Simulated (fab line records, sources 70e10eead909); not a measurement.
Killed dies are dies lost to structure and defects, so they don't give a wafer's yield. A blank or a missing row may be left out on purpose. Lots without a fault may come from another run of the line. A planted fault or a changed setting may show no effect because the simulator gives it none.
Which tool did it? | flow nand_harc | 24 lots, 72 wafers sampled, at 4 steps of a route of 1302

WHAT THE GAUGES READ, wafer by wafer
NHARC_P_M2_INSPECT_27. Usual: raw_defect_count 290, standard deviation 110.
lot  | measured     | on                | raw_defect_count | flag
L074 | day 6 18:38  | defect_inspect-01 | 222 208 346      |
L075 | day 6 20:19  | defect_inspect-01 | 283 286 268      |
L076 | day 7 06:11  | defect_inspect-01 | 453 247 235      |
L077 | day 7 22:21  | defect_inspect-01 | 225 190 235      |
L078 | day 7 23:16  | defect_inspect-02 | 271 160 150      |
L079 | day 8 09:58  | defect_inspect-02 | 316 214 325      |
L080 | day 9 03:16  | defect_inspect-02 | 499 649 411      |
L081 | day 9 09:47  | defect_inspect-01 | 184 374 240      |
L082 | day 9 19:55  | defect_inspect-02 | 390 367 294      |
L084 | day 10 12:29 | defect_inspect-02 | 326 229 302      |
L083 | day 10 13:28 | defect_inspect-02 | 245 250 223      |
L085 | day 11 05:51 | defect_inspect-01 | 153 172 178      |
L086 | day 11 10:49 | defect_inspect-02 | 414 306 287      |
L087 | day 11 17:12 | defect_inspect-01 | 374 419 289      |
L088 | day 12 10:50 | defect_inspect-02 | 310 407 221      |
L089 | day 12 16:51 | defect_inspect-02 | 156 244 360      |
L090 | day 13 07:51 | defect_inspect-01 | 144 148 307      |
L091 | day 13 22:01 | defect_inspect-01 | 136 89 136       |
L092 | day 14 09:57 | defect_inspect-02 | 210 163 268      |
L093 | day 14 15:36 | defect_inspect-01 | 264 308 275      |
L094 | day 14 19:28 | defect_inspect-01 | 358 379 322      |
L096 | day 15 08:14 | defect_inspect-02 | 206 363 313      |
L095 | day 15 09:04 | defect_inspect-02 | 621 370 440      |
L097 | day 16 01:29 | defect_inspect-01 | 362 298 306      |

NHARC_A_SOURCE_PLATE_INSPECT_08. Usual: raw_defect_count 63, standard deviation 26.
lot  | measured     | on                | raw_defect_count | flag
L074 | day 7 22:37  | defect_inspect-01 | 47 50 51         |
L075 | day 7 22:37  | defect_inspect-02 | 48 74 56         |
L076 | day 8 10:06  | defect_inspect-02 | 36 31 64         |
L077 | day 9 04:04  | defect_inspect-02 | 33 37 33         |
L078 | day 9 04:07  | defect_inspect-01 | 101 86 62        |
L079 | day 9 16:42  | defect_inspect-01 | 79 74 86         |
L080 | day 10 13:33 | defect_inspect-01 | 41 40 63         |
L081 | day 10 13:33 | defect_inspect-02 | 85 75 50         |
L082 | day 10 22:42 | defect_inspect-01 | 81 160 88        |
L084 | day 11 15:35 | defect_inspect-01 | 45 116 144       |
L083 | day 11 15:35 | defect_inspect-02 | 61 42 38         |
L085 | day 12 08:46 | defect_inspect-02 | 60 58 73         |
L086 | day 12 13:22 | defect_inspect-02 | 67 71 61         |
L087 | day 12 22:37 | defect_inspect-02 | 53 40 29         |
L088 | day 13 15:45 | defect_inspect-02 | 106 58 98        |
L089 | day 13 20:37 | defect_inspect-01 | 45 34 32         |
L090 | day 14 12:50 | defect_inspect-01 | 68 61 84         |
L091 | day 15 04:03 | defect_inspect-01 | 58 75 54         |
L092 | day 15 13:37 | defect_inspect-02 | 73 86 94         |
L093 | day 15 19:17 | defect_inspect-02 | 72 78 84         |
L094 | day 15 23:55 | defect_inspect-02 | 49 68 76         |
L096 | day 16 11:41 | defect_inspect-02 | 97 60 74         |
L095 | day 16 11:41 | defect_inspect-01 | 51 35 39         |
L097 | day 17 05:02 | defect_inspect-02 | 40 28 32         |

NHARC_A_ONON_D1_THK_MEAS_14: measures by ellipsometry. Usual: thk_nm 998 nm, standard deviation 14.
lot  | measured     | on            | thk_nm (nm)    | flag
L074 | day 8 01:38  | film_metro-02 | 1001 1005 1004 |
L075 | day 8 01:28  | film_metro-01 | 998 999 1000   |
L076 | day 8 12:56  | film_metro-01 | 1010 1013 1012 |
L077 | day 9 06:55  | film_metro-02 | 1016 1015 1017 |
L078 | day 9 06:57  | film_metro-02 | 987 989 988    |
L079 | day 9 19:33  | film_metro-02 | 973 973 972    |
L080 | day 10 16:23 | film_metro-02 | 987 984 985    |
L081 | day 10 16:24 | film_metro-01 | 997 997 998    |
L082 | day 11 01:34 | film_metro-02 | 1016 1016 1016 |
L084 | day 11 18:30 | film_metro-02 | 1022 1021 1020 |
L083 | day 11 18:26 | film_metro-02 | 1000 1000 999  |
L085 | day 12 11:37 | film_metro-02 | 1006 1004 1003 |
L086 | day 12 16:19 | film_metro-01 | 971 968 969    |
L087 | day 13 01:29 | film_metro-02 | 982 981 981    |
L088 | day 13 18:36 | film_metro-02 | 993 991 992    |
L089 | day 13 23:28 | film_metro-02 | 1013 1012 1014 |
L090 | day 14 15:40 | film_metro-02 | 1005 1005 1003 |
L091 | day 15 06:53 | film_metro-02 | 1012 1014 1015 |
L092 | day 15 16:28 | film_metro-01 | 983 983 982    |
L093 | day 15 22:07 | film_metro-01 | 998 997 995    |
L094 | day 16 02:44 | film_metro-02 | 1006 1006 1007 |
L096 | day 16 14:50 | film_metro-01 | 1011 1010 1010 |
L095 | day 16 14:37 | film_metro-01 | 991 991 992    |
L097 | day 17 07:53 | film_metro-01 | 982 981 980    |

NHARC_A_ONON_D1_THK_MEAS_30: measures by ellipsometry. Usual: thk_nm 1000 nm, standard deviation 8.6.
lot  | measured     | on            | thk_nm (nm)    | flag
L074 | day 8 12:09  | film_metro-02 | 1011 1010 1010 |
L075 | day 8 12:10  | film_metro-01 | 990 990 987    |
L076 | day 8 23:04  | film_metro-01 | 997 997 998    |
L077 | day 9 16:56  | film_metro-01 | 1004 1004 1004 |
L078 | day 9 16:58  | film_metro-01 | 989 990 989    |
L079 | day 10 06:56 | film_metro-01 | 1010 1010 1012 |
L080 | day 11 03:13 | film_metro-01 | 1016 1013 1013 |
L081 | day 11 03:13 | film_metro-02 | 1000 999 1001  |
L082 | day 11 11:38 | film_metro-01 | 1001 1001 1001 |
L084 | day 12 04:28 | film_metro-01 | 1012 1011 1010 |
L083 | day 12 04:28 | film_metro-02 | 1007 1008 1008 |
L085 | day 12 21:27 | film_metro-02 | 992 994 995    |
L086 | day 13 04:42 | film_metro-01 | 1009 1011 1011 |
L087 | day 13 12:34 | film_metro-02 | 996 995 994    |
L088 | day 14 05:39 | film_metro-01 | 1008 1009 1010 |
L089 | day 14 12:34 | film_metro-02 | 994 995 994    |
L090 | day 15 01:43 | film_metro-01 | 1002 1003 1001 |
L091 | day 15 23:16 | film_metro-01 | 990 989 989    |
L092 | day 15 23:22 | film_metro-02 | 984 984 984    |
L093 | day 16 08:18 | film_metro-02 | 1001 1002 1002 |
L094 | day 16 14:58 | film_metro-01 | 1002 1000 1000 |
L096 | day 17 00:38 | film_metro-01 | 1007 1007 1007 |
L095 | day 17 00:37 | film_metro-01 | 992 994 991    |
L097 | day 17 17:57 | film_metro-01 | 990 990 990    |

WHICH TOOL RAN EACH LOT (tool, then ch and the chambers of the sampled wafers, then the start)
The record holds no process step before these readings.

WHAT THE TOOLS THEMSELVES READ (means of the sampled wafers that have a number; where no wafer has one, the mark that the record gives instead)
The record holds no such reading with a usual standard deviation.

THE ANSWER, worked out from the rows above alone
Rule: a lot is off if the mean of its wafers that have a number lies more than 3 standard deviations from the usual mean. A lot without any number at a reading at which 4 lots or more have one is off too. The other lots that the step has rows for count as sound. The gauges are gone through in route order, then the tools' own readings, and for those a lot's mean is taken as printed above. The first step at which some lot is off is used, and at that step the reading that is off furthest; a lot without a number counts as furthest.
No lot is off at any reading shown: from this, nothing can be told.

WHAT THE SIMULATOR HAD PUT IN
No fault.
